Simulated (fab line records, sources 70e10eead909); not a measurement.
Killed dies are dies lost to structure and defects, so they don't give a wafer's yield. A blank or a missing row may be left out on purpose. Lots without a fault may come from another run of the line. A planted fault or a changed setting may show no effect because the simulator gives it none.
One fault seen from 2 desks | flow nand_harc | each desk has only its own numbers; what lay behind them comes last

THE TOOL OWNER'S DESK: rie_diel-07
The tool's own readings at NHARC_A_SGD_CUT_ETCH_58 (etches the open film in CF4, target depth 39 nm, time 65 s): means of the sampled wafers that have a number, for each lot that ran on this tool. A lot is out of limits, marked OUT, if its mean lies more than 4 standard deviations from the usual mean; the brackets give that distance. Of its 8 readings 7 are shown: those that lie furthest out on some lot.
Columns: A = bias_w at NHARC_A_SGD_CUT_ETCH_58, usual 100.0 W; B = cf4_flow_sccm at NHARC_A_SGD_CUT_ETCH_58, usual 149.9 sccm; C = chamber_pressure_mTorr at NHARC_A_SGD_CUT_ETCH_58, usual 50.00 mTorr; D = drypump_motor_current_A at NHARC_A_SGD_CUT_ETCH_58, usual 5.5 A; E = rf_vpp_V at NHARC_A_SGD_CUT_ETCH_58, usual 151.7 V; F = showerhead_plenum_p_Torr at NHARC_A_SGD_CUT_ETCH_58, usual 1.81 Torr; G = throttle_valve_pct at NHARC_A_SGD_CUT_ETCH_58, usual 13.285 %
lot  | first seen here | A     | B     | C     | D   | E     | F    | G
L423 | day 14 02:48    | 99.9  | 150.0 | 50.04 | 5.4 | 151.5 | 1.77 | 13.292
L426 | day 14 12:04    | 100.3 | 149.7 | 49.99 | 5.3 | 151.4 | 1.76 | 13.271
This desk's finding: nothing out of limits on any of the 2 lots.

THE DEFECT DESK
What the inspections along the route counted, lot by lot: means of the sampled wafers that have a number. A lot is out of limits, marked OUT, if its mean lies more than 4 standard deviations from the usual mean; the brackets give that distance.
Columns: A = raw_defect_count at NHARC_A_SGD_CUT_INSPECT_11, usual 17
lot  | first seen here | A
L423 | day 14 02:40    | 23
L427 | day 14 11:44    | 12
L426 | day 14 11:54    | 17
L425 | day 14 13:14    | 6
L430 | day 15 01:54    | 8
L429 | day 15 14:20    | 25
L439 | day 17 16:49    | 23
L438 | day 17 17:04    | 14
L442 | day 18 05:49    | 38
L441 | day 18 06:05    | 12
L440 | day 18 19:57    | 33
L443 | day 19 09:57    | 12
L444 | day 19 20:15    | 7
L445 | day 19 20:46    | 17
This desk's finding: nothing out of limits on any of the 14 lots.

PUT TOGETHER
The tool owner's desk saw nothing out of limits.
The defect desk saw nothing out of limits.

WHAT THE SIMULATOR HAD PUT IN
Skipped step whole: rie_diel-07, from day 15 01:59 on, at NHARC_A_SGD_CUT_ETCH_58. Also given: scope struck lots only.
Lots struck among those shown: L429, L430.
